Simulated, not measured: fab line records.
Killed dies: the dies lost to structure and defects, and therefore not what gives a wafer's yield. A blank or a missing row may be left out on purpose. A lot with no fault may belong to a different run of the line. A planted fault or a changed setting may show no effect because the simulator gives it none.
fab line records	flow n5_finfet	part 1 of 2: steps 1 to 42 of 44
[record] lots = 5	wafers = 15	last_day = 16
route steps=1938 shown SDB@370 DUMMY_REMOVAL@377 HKMG_FIN@385 BEOL_M4@1111 PASSIVATION@1936
lots that met no fault: from a run of the same line without faults
start_h: hours from the record's first day to the start of the lot's first wafer shown	wait_h: hours from the lot's prior step to this one	" unchanged from the row above	L1.1+2: a single row standing in for several wafers	- value missing, or start not given	* or withheld: withheld	< > ~ a bound
route shown NAME@n: NAME is a module with steps in the file, n the number in the route of the first one	usual: the fault-free wafers' mean and standard deviation	same: alike in all rows	chamber/n: place in a boat	sites: per-site readings	_std_site: their standard deviation	_edge_site: outer sites' mean less inner sites'	radius_mm: for every site, how far away it sits from the centre of the wafer	mask NAME#n: copy n	behind: the most recent tool/chamber to have shaped the wafer	hold: why the lot went on hold/how many hours it stayed there/how the hold came to an end	device: the n, p or np transistor that did not switch	end of line: at the end of the route, the tests of the same wafers	step lacking rows: just its recipe	killed: dies that structure and defects cost at the first sort, which is not the same as the wafer's yield	map: shows each die of a wafer: x if killed, . if not, _ if none is there
set.NAME: the setting the step ran with; set.NAME@STEP: the setting that earlier step ran with	model.NAME: the simulator's own value behind a step, which no gauge read
lots at some steps of the route; a table a step, a row a wafer
services: a tool's chamber out of use, with start hour (start_h, from the record's first day; less than 0 if before it), hours out, and reason
[[steps]]
[step N5_SDB_PRECLEAN_38]
[recipe] chemistry = dHF	time_s = 10	dilution = 750:1	temp_c = 25
[step N5_SDB_PRECLEAN_39]
[recipe] chemistry = O3/DIW	time_s = 45	temp_c = 22	o3_ppm = 10
[step N5_SDB_SRD_28]
[recipe] dry = ipa_marangoni	time_s = 30	temp_c = 23	rinse_liquid = diw
[step N5_SDB_ALD_29]
[recipe] material = SiNx	target_thk_a = 300	temp_c = 400	ald_precursor_family = SiH2I2	ald_co_reactant = N2/H2-plasma	pulse_time_s = 1	ald_cycles = 600	purge_time_s = 2	co_reactant_purge_time_s = 2	pressure_torr = 2
[step N5_SDB_CMP_30]
[recipe] stop_on = poly-Si	t_overpolish_s = 1.54	post_cmp_clean = alkaline_brush	down_force_psi = 4.1491	platen_rpm = 51.796	pad_velocity_m_s = 1.0306	target_thk_nm = 30
[step N5_SDB_THK_MEAS_31]
[recipe] reads = a-Si_of_DUMMY_GATE_CVD_03
[usual] SDB_THK = 64.2/1.2
lot.wafer	tool	chamber	start_h	wait_h	SDB_THK[nm]
L103.2	film_metro-02	-	81.85	-	66.1
L103.4	"	-	"	"	64.8
L103.5	"	-	"	"	67.1
L105.1	film_metro-02	-	89.76	-	64.7
L105.4	"	-	"	"	66.2
L105.6	"	-	"	"	65.2
L119.3	film_metro-02	-	171.42	-	63.6
L119.4	"	-	"	"	65.2
L119.5	"	-	"	"	65.1
L121.1	film_metro-02	-	182.50	-	63.6
L121.3	"	-	"	"	62.8
L121.4	"	-	"	"	65.0
L122.1	film_metro-01	-	194.37	-	65.1
L122.2	"	-	"	"	64.9
L122.6	"	-	"	"	63.7
[step N5_SDB_INSPECT_36]
[recipe] inspect_instrument = darkfield	mode = post_cmp
[usual] raw_defect_count = 32/14
lot.wafer	tool	chamber	start_h	wait_h	raw_defect_count
L103.2	defect_inspect-02	-	81.88	0.0	21
L103.4	"	-	"	"	19
L103.5	"	-	"	"	30
L105.1	defect_inspect-01	-	89.78	0.0	29
L105.4	"	-	"	"	34
L105.6	"	-	"	"	32
L119.3	defect_inspect-01	-	171.44	0.0	44
L119.4	"	-	"	"	57
L119.5	"	-	"	"	61
L121.1	defect_inspect-01	-	182.52	0.0	44
L121.3	"	-	"	"	42
L121.4	"	-	"	"	19
L122.1	defect_inspect-02	-	194.40	0.0	31
L122.2	"	-	"	"	36
L122.6	"	-	"	"	40
[step N5_DUMMY_REMOVAL_HM_STRIP_01]
[recipe] chemistry = CH3F/O2	material = SiNx	target_depth_a = 40	stop_on = poly-Si	time_s = 6.8	over_etch_frac = 0.3	ion_energy_ev = 60	power_w = 410	bias_w = 29	Ar_flow_sccm = 150	CH3F_flow_sccm = 30	O2_flow_sccm = 20
[step N5_DUMMY_REMOVAL_STRIP_10]
[recipe] chemistry = N2/H2	time_s = 40	power_w = 100	temp_c = 40	pressure_mtorr = 100	rf_frequency_hz = 6e+07	bias_power_w = 3	n2_flow_sccm = 300	h2_flow_sccm = 300
[step N5_DUMMY_REMOVAL_PRECLEAN_07]
[recipe] chemistry = dHF	time_s = 30	temp_c = 25	dilution = withheld
[step N5_DUMMY_REMOVAL_DUMMY_REMOVE_02]
[recipe] chemistry = TMAH	temp_c = 70	target = poly-Si	stop_on = SiO2	target_depth_nm = 142	conc_wt_pct = 5	time_s = 57	dry = ipa_marangoni	rinse_time_s = 30	rinse_temp_c = 23
[step N5_DUMMY_REMOVAL_INSPECT_06]
[recipe] inspect_instrument = brightfield	mode = aei
[usual] raw_defect_count = 13/5.6
lot.wafer	tool	chamber	start_h	wait_h	raw_defect_count
L103.2	defect_inspect-01	-	82.11	0.0	4
L103.4	"	-	"	"	12
L103.5	"	-	"	"	5
L105.1	defect_inspect-01	-	90.06	0.0	12
L105.4	"	-	"	"	11
L105.6	"	-	"	"	16
L119.3	defect_inspect-01	-	171.67	0.0	17
L119.4	"	-	"	"	15
L119.5	"	-	"	"	16
L121.1	defect_inspect-02	-	182.76	0.0	12
L121.3	"	-	"	"	14
L121.4	"	-	"	"	10
L122.1	defect_inspect-01	-	194.87	0.0	9
L122.2	"	-	"	"	17
L122.6	"	-	"	"	20
[step N5_DUMMY_REMOVAL_PRECLEAN_08]
[recipe] chemistry = NF3:NH3	afs_cycles = 2	temp_c = 30	time_s = 20	sublimation_temp_c = 180	sublimation_time_s = 60	pressure_torr = 3	rf_power_w = 30
lot.wafer	tool	chamber	start_h	wait_h
L103.2+4+5	remote_plasma-02	0	82.19	0.1
L105.1+4+6	remote_plasma-01	0	90.09	0.0
L119.3+4+5	remote_plasma-02	1	171.77	0.1
L121.1+3+4	remote_plasma-01	1	182.80	0.0
L122.1+2+6	remote_plasma-02	0	194.90	0.0
[step N5_DUMMY_REMOVAL_PRECLEAN_04]
[recipe] chemistry = DHF	time_s = 37	temp_c = 25	dilution = 500:1
[step N5_DUMMY_REMOVAL_SRD_05]
[recipe] dry = ipa_marangoni	do_ppb = 5	time_s = 30	temp_c = 23	rinse_liquid = diw
[step N5_HKMG_FIN_IL_REGROW_00]
[recipe] material = SiO2	target_thk_a = 7.5	chemistry = O3	temp_c = withheld	time_s = 30
[step N5_HKMG_FIN_HK_ALD_01]
[recipe] material = HfO2	target_thk_a = 16	temp_c = withheld	ald_precursor_family = HfCl4	ald_co_reactant = H2O	pulse_time_s = 3	purge_time_s = 3	co_reactant_purge_time_s = 2.5	co_reactant_pulse_time_s = 0.3	ald_cycles = 30
[step N5_HKMG_FIN_HK_ANNEAL_02]
[recipe] temp_c = 700	time_s = 30	ambient = N2	idle_temp_c = 600	ramp_up_c_per_s = 150	ramp_down_c_per_s = 60	cool_to_c = 600
[step N5_HKMG_FIN_ALD_74]
[recipe] material = La2O3	target_thk_a = 5	temp_c = 250	ald_precursor_family = La-Cp	ald_co_reactant = O3	pulse_time_s = 6	co_reactant_pulse_time_s = 1	purge_time_s = 3	co_reactant_purge_time_s = 3
[usual] heater_power_w = 322/30	precursor_pulse_height_rel = 1.002/0.017
[same] co_reactant_purge_time_s = 3
lot.wafer	tool	chamber	start_h	wait_h	heater_power_w	precursor_pulse_height_rel
L103.2	ald_hk-02	1	83.06	0.2	322	0.968
L103.4	"	2	"	"	279	1.003
L103.5	"	3	"	"	310	0.998
L105.1	ald_hk-03	0	90.82	0.2	359	0.986
L105.4	"	2	"	"	367	1.013
L105.6	"	2	"	"	370	0.985
L119.3	ald_hk-02	2	172.43	0.1	276	0.985
L119.4	"	3	"	"	313	1.001
L119.5	"	3	"	"	314	1.032
L121.1	ald_hk-01	2	183.52	0.2	314	1.016
L121.3	"	1	"	"	374	1.009
L121.4	"	3	"	"	307	0.999
L122.1	ald_hk-02	1	195.78	0.2	317	1.003
L122.2	"	0	"	"	319	1.015
L122.6	"	1	"	"	325	1.007
[step N5_HKMG_FIN_ALD_75]
[recipe] material = Al2O3	target_thk_a = 10	temp_c = 150	ald_precursor_family = TMA	ald_co_reactant = H2O	pulse_time_s = withheld	co_reactant_pulse_time_s = 1
[step N5_HKMG_FIN_COAT_41]
[recipe] resist = SOC	temp_c = 250	time_s = 60	spin_rpm = 1500	resist_thk_nm = 300
[step N5_HKMG_FIN_COAT_42]
[recipe] resist = SiARC	temp_c = 220	time_s = 60	spin_rpm = 1500	resist_thk_nm = 35
[step N5_HKMG_FIN_COAT_43]
[recipe] resist = CAR-ArF	spin_rpm = 1500	resist_thk_nm = 90
[step N5_HKMG_FIN_EBR_45]
[recipe] solvent = PGMEA	ebr_width_mm = 1.5
[step N5_HKMG_FIN_SOFTBAKE_44]
[recipe] temp_c = 110	time_s = 60	resist = CAR-ArF
[step N5_HKMG_FIN_EXPOSE_46]
[recipe] mask_id = NDIPOLE	na = 1.35	source_shape = conventional	sigma_outer = 0.8	polarization = unpolarized	dose_mj = 40
[step N5_HKMG_FIN_PEB_47]
[recipe] peb_temp_c = withheld	peb_time_s = 60	resist = CAR-ArF
[step N5_HKMG_FIN_DEVELOP_48]
[recipe] develop_time_s = 30	developer = TMAH	resist = CAR-ArF	rinse_liquid = diw	dry = air_spin	dev_temp_c = 23
[step N5_HKMG_FIN_CD_MEAS_49]
[recipe] target_cd_nm = 202	landing_energy_ev = 500	detector = se_inlens	polarity = opening
[usual] cd_nm = 201.9/0.77
lot.wafer	tool	chamber	start_h	wait_h	cd_nm
L103.2	cd_sem-01	0	83.60	-	201.9
L103.4	"	0	"	"	201.5
L103.5	"	0	"	"	202.1
L105.1	cd_sem-03	0	91.36	-	201.8
L105.4	"	0	"	"	200.8
L105.6	"	0	"	"	202.8
L119.3	cd_sem-03	0	172.97	-	201.4
L119.4	"	0	"	"	200.3
L119.5	"	0	"	"	201.7
L121.1	cd_sem-01	0	184.06	-	203.4
L121.3	"	0	"	"	202.3
L121.4	"	0	"	"	202.6
L122.1	cd_sem-03	0	196.19	-	201.7
L122.2	"	0	"	"	201.6
L122.6	"	0	"	"	200.7
[step N5_HKMG_FIN_OVL_MEAS_50]
[recipe] points_per_wafer = 44
[usual] NDIPOLE_OVL = 0.1/0.7
lot.wafer	tool	chamber	start_h	wait_h	NDIPOLE_OVL[nm]
L103.2	overlay-01	0	83.63	0.0	0.0
L103.4	"	0	"	"	-0.3
L103.5	"	0	"	"	0.0
L105.1	overlay-02	0	91.40	0.0	0.7
L105.4	"	0	"	"	0.1
L105.6	"	0	"	"	1.0
L119.3	overlay-01	0	173.00	0.0	1.1
L119.4	"	0	"	"	0.2
L119.5	"	0	"	"	0.2
L121.1	overlay-01	0	184.09	0.0	0.3
L121.3	"	0	"	"	0.0
L121.4	"	0	"	"	0.6
L122.1	overlay-01	0	196.22	0.0	0.0
L122.2	"	0	"	"	1.8
L122.6	"	0	"	"	0.8
[step N5_HKMG_FIN_INSPECT_61]
[recipe] mode = adi	inspect_instrument = macro
[usual] raw_defect_count = 2.0/1.3
lot.wafer	tool	chamber	start_h	wait_h	raw_defect_count
L103.2	defect_inspect-01	-	83.66	0.0	2
L103.4	"	-	"	"	0
L103.5	"	-	"	"	2
L105.1	defect_inspect-02	-	91.42	0.0	1
L105.4	"	-	"	"	4
L105.6	"	-	"	"	3
L119.3	defect_inspect-02	-	173.03	0.0	0
L119.4	"	-	"	"	1
L119.5	"	-	"	"	3
L121.1	defect_inspect-01	-	184.12	0.0	4
L121.3	"	-	"	"	2
L121.4	"	-	"	"	1
L122.1	defect_inspect-01	-	196.25	0.0	3
L122.2	"	-	"	"	4
L122.6	"	-	"	"	3
[step N5_HKMG_FIN_DESCUM_53]
[recipe] chemistry = O2	time_s = 7.9	source_power_w = 50	bias_power_w = 20	pressure_mtorr = 20	rf_frequency_hz = 2.712e+07	temp_c = 40	resist = CAR-ArF	o2_flow_sccm = 225
[step N5_HKMG_FIN_ETCH_54]
[recipe] chemistry = CF4	target = SiARC	target_depth_a = 455	mask_material = CAR-ArF	time_s = 75.8	ion_energy_ev = 80	pressure_mtorr = 40	source_w = 545	bias_w = 36	Ar_flow_sccm = 100	cf4_flow_sccm = 100	ends = cleared
[usual] drypump_motor_current_A = 5.7/0.41	etch_rf_on_time_s = 75.0/1.8	oes_product_au = 0.68/0.079	rf_vpp_V = 183.8/1.1	showerhead_plenum_p_Torr = 2.12/0.061	throttle_valve_pct = 15.58/0.17
lot.wafer	tool	chamber	start_h	wait_h	drypump_motor_current_A	etch_rf_on_time_s	oes_product_au	rf_hours_counter_h	rf_vpp_V	showerhead_plenum_p_Torr	throttle_valve_pct
L103.2	rie_diel-03	3	83.72	0.0	5.6	75.1	0.83	2	184.0	2.11	15.40
L103.4	"	1	"	"	5.3	74.9	0.58	238	183.6	2.19	15.97
L103.5	"	3	"	"	5.6	75.2	0.84	-	184.2	2.11	15.39
L105.1	rie_diel-03	0	91.49	0.0	6.1	73.4	0.73	69	184.2	2.09	15.54
L105.4	"	3	"	"	5.6	75.7	0.82	6	184.1	2.11	15.40
L105.6	"	3	"	"	5.6	74.8	0.82	-	184.0	2.11	15.41
L119.3	rie_diel-03	0	173.09	0.0	6.1	74.5	0.69	101	184.1	2.08	15.61
L119.4	"	1	"	"	5.3	72.9	0.83	6	183.9	2.19	15.52
L119.5	"	0	"	"	6.1	73.9	0.70	-	183.2	2.08	15.62
L121.1	rie_diel-03	1	184.38	0.0	5.3	73.5	0.83	10	183.3	2.19	15.54
L121.3	"	2	"	"	6.2	73.4	0.64	173	183.1	2.04	15.64
L121.4	"	3	"	"	5.6	75.6	0.75	44	184.1	2.09	15.48
L122.1	rie_diel-06	2	196.32	0.0	5.7	77.4	0.81	5	186.2	2.28	15.30
L122.2	"	1	"	"	5.4	74.1	0.65	144	183.3	2.14	15.34
L122.6	"	0	"	"	5.0	78.3	0.58	-	185.1	2.19	15.85
[step N5_HKMG_FIN_ETCH_55]
[recipe] chemistry = N2/H2	target = SOC	target_depth_a = 2400	temp_c = 40	time_s = 300	ion_energy_ev = 200	mask_material = SiARC	pressure_mtorr = 30	source_w = 840	bias_w = 150	n2_flow_sccm = 200	h2_flow_sccm = 200
[usual] drypump_motor_current_A = 5.7/0.42	oes_product_au = 0.79/0.094	rf_vpp_V = 523.0/2.2	showerhead_plenum_p_Torr = 2.51/0.074	throttle_valve_pct = 17.79/0.21
lot.wafer	tool	chamber	start_h	wait_h	drypump_motor_current_A	oes_product_au	rf_hours_counter_h	rf_vpp_V	showerhead_plenum_p_Torr	throttle_valve_pct
L103.2	rie_diel-03	3	83.78	0.0	5.6	0.98	2	522.0	2.50	17.65
L103.4	"	1	"	"	5.3	0.67	238	525.4	2.61	18.26
L103.5	"	3	"	"	5.7	0.99	-	521.7	2.50	17.66
L105.1	rie_diel-03	0	91.55	0.0	6.1	0.87	69	521.3	2.46	17.65
L105.4	"	3	"	"	5.6	0.97	6	523.0	2.50	17.66
L105.6	"	3	"	"	5.6	0.97	-	522.1	2.50	17.66
L119.3	rie_diel-03	0	173.15	0.0	6.1	0.82	101	520.9	2.45	17.69
L119.4	"	1	"	"	5.3	1.00	6	526.3	2.61	17.87
L119.5	"	0	"	"	6.1	0.82	-	520.7	2.45	17.71
L121.1	rie_diel-03	1	184.44	0.0	5.3	0.97	10	524.8	2.61	17.87
L121.3	"	2	"	"	6.2	0.75	173	520.7	2.44	18.01
L121.4	"	3	"	"	5.6	0.88	44	522.3	2.48	17.72
L122.1	rie_diel-06	2	196.37	0.0	5.6	0.94	5	527.6	2.72	17.50
L122.2	"	1	"	"	5.4	0.77	144	523.6	2.53	17.43
L122.6	"	0	"	"	5.1	0.69	-	525.1	2.61	18.06
[step N5_HKMG_FIN_STRIP_56]
[recipe] chemistry = N2/H2	temp_c = 40	n2_flow_sccm = 200	h2_flow_sccm = 200	rf_frequency_hz = 6e+07
[step N5_HKMG_FIN_STRIP_57]
[recipe] chemistry = CF4	resist = SiARC	power_w = 300	bias_power_w = 75	pressure_mtorr = 50	cf4_flow_sccm = 150	rf_frequency_hz = 6e+07
[usual] drypump_motor_current_A = 5.7/0.42	oes_product_au = 0.78/0.085	rf_vpp_V = 270.7/1.5	showerhead_plenum_p_Torr = 1.77/0.051	throttle_valve_pct = 13.55/0.19
lot.wafer	tool	chamber	start_h	wait_h	drypump_motor_current_A	oes_product_au	rf_hours_counter_h	rf_vpp_V	showerhead_plenum_p_Torr	throttle_valve_pct
L103.2	rie_diel-03	3	83.97	0.0	5.6	0.97	3	270.7	1.77	13.34
L103.4	"	1	"	"	5.3	0.67	238	271.8	1.84	14.01
L103.5	"	3	"	"	5.6	0.97	-	270.8	1.77	13.34
L105.1	rie_diel-03	0	91.74	0.0	6.1	0.83	69	270.8	1.75	13.50
L105.4	"	3	"	"	5.6	0.95	6	268.4	1.76	13.34
L105.6	"	3	"	"	5.6	0.95	-	270.9	1.76	13.33
L119.3	rie_diel-03	0	173.34	0.0	6.1	0.81	101	269.4	1.74	13.57
L119.4	"	1	"	"	5.3	0.96	6	271.6	1.84	13.47
L119.5	"	0	"	"	6.1	0.80	-	269.1	1.74	13.57
L121.1	rie_diel-03	1	184.63	0.0	5.3	0.94	10	271.2	1.84	13.48
L121.3	"	2	"	"	6.2	0.73	173	269.8	1.71	13.60
L121.4	"	3	"	"	5.6	0.86	44	270.9	1.75	13.43
L122.1	rie_diel-06	2	196.56	0.0	5.6	0.95	5	274.4	1.91	13.27
L122.2	"	1	"	"	5.4	0.75	145	271.3	1.79	13.38
L122.6	"	0	"	"	5.0	0.70	-	271.7	1.84	13.85
[step N5_HKMG_FIN_ETCH_58]
[recipe] chemistry = N2/H2	target = SOC	target_depth_a = 2158	ion_energy_ev = 50	bias_w = 13	time_s = 741	pressure_mtorr = 30	source_w = 875	n2_flow_sccm = 200	h2_flow_sccm = 200
[step N5_HKMG_FIN_STRIP_93]
[recipe] chemistry = N2/H2	material = SOC	time_s = 20	power_w = 500	temp_c = 40	pressure_mtorr = 50	rf_frequency_hz = 6e+07	bias_power_w = 8	h2_frac = 0.5	n2_flow_sccm = 300	h2_flow_sccm = 300
[usual] drypump_motor_current_A = 5.7/0.42	oes_product_au = 0.79/0.092	rf_vpp_V = 54.0/0.86	showerhead_plenum_p_Torr = 3.32/0.094	throttle_valve_pct = 18.9/0.36
lot.wafer	tool	chamber	start_h	wait_h	drypump_motor_current_A	oes_product_au	rf_hours_counter_h	rf_vpp_V	showerhead_plenum_p_Torr	throttle_valve_pct
L103.2	rie_diel-03	3	84.42	0.2	5.6	0.98	3	54.1	3.30	18.8
L103.4	"	1	"	"	5.3	0.67	238	54.8	3.45	19.6
L103.5	"	3	"	"	5.6	0.98	-	53.9	3.30	18.8
L105.1	rie_diel-03	0	92.18	0.2	6.1	0.86	69	54.7	3.26	18.6
L105.4	"	3	"	"	5.6	0.96	6	54.8	3.30	18.8
L105.6	"	3	"	"	5.6	0.96	-	54.7	3.30	18.8
L119.3	rie_diel-03	0	173.79	0.2	6.1	0.83	101	54.2	3.24	18.6
L119.4	"	1	"	"	5.3	0.99	7	53.8	3.44	19.3
L119.5	"	0	"	"	6.1	0.83	-	52.7	3.24	18.6
L121.1	rie_diel-03	1	185.07	0.2	5.3	0.97	11	53.7	3.44	19.3
L121.3	"	2	"	"	6.2	0.74	173	53.4	3.23	19.4
L121.4	"	3	"	"	5.6	0.87	44	55.9	3.28	18.9
L122.1	rie_diel-06	2	197.01	0.2	5.6	0.95	5	55.0	3.58	18.5
L122.2	"	1	"	"	5.4	0.77	145	52.7	3.35	18.2
L122.6	"	0	"	"	5.1	0.68	-	54.0	3.44	19.3
[step N5_HKMG_FIN_WET_ETCH_76]
[recipe] chemistry = dNH4OH	mix = 1:50	temp_c = 25	target = Al2O3	stop_on = La2O3	target_depth_nm = 2.25	dry = ipa_marangoni	rinse_time_s = 30	rinse_temp_c = 23
[step N5_HKMG_FIN_STRIP_60]
[recipe] chemistry = N2/H2	power_w = 2500	temp_c = 300	h2_frac = 0.65	time_s = 360	pressure_mtorr = withheld	n2_flow_sccm = 1750	h2_flow_sccm = 3250
[step N5_HKMG_FIN_WET_ETCH_77]
[recipe] chemistry = dHCl	mix = 1:10000	temp_c = 25	target = La2O3	stop_on = HfO2	target_depth_nm = 2
[step N5_HKMG_FIN_WET_ETCH_78]
[recipe] chemistry = dNH4OH	mix = 1:50	temp_c = 25	target = Al2O3	stop_on = La2O3	target_depth_nm = 4.5	dry = ipa_marangoni	rinse_time_s = 30	rinse_temp_c = 23
